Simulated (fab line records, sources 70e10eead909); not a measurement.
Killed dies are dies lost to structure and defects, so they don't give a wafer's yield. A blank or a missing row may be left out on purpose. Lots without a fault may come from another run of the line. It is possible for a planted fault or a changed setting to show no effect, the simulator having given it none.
Matching of chambers    flow nand_harc    pecvd-04 running NHARC_P_M0_DEP_32: 3 sister chambers
The step deposits SiCN, target thk 30 nm. 3 wafers are shown with their chamber, then 9 later ones without.

WAFERS, EACH WITH ITS CHAMBER
wafer   chamber  heater_power_outer_w (W)
L085.1  2        355
L085.2  0        377
L085.4  1        268

WAFERS WITH NO CHAMBER GIVEN
wafer   heater_power_outer_w (W)
L092.3  374
L092.4  357
L092.6  318
L094.2  327
L094.3  380
L094.4  328
L095.1  402
L095.2  342
L095.4  349

EACH ONE'S CHAMBER
wafer   from the rows above           in truth
L092.3  can't be placed: 0 or 2       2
L092.4  can't be placed: 2 or 0       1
L092.6  can't be placed: 2 or 1 or 0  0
L094.2  can't be placed: 2 or 0 or 1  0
L094.3  can't be placed: 0 or 2       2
L094.4  can't be placed: 2 or 0 or 1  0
L095.1  can't be placed: 0 or 2       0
L095.2  can't be placed: 2 or 0       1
L095.4  can't be placed: 2 or 0       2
Correctly placed: 0 of 9. These rows do not allow placing 9 (true chamber among the candidates in 7). Wrongly placed: 0.
How it was worked out, from the rows above alone: a wafer's distance from a chamber is the root of the sum, over the readings, of the square of ((its reading less the chamber's mean) divided by the reading's scatter). If the next closest chamber is less than 2 further off than the closest, the wafer can't be placed; otherwise it belongs to the closest. The mean given for a chamber averages the wafers shown for that chamber. The scatter (one wafer shown for each chamber): square how far every hidden wafer sits from the nearest shown wafer, average those squares and take the square root.
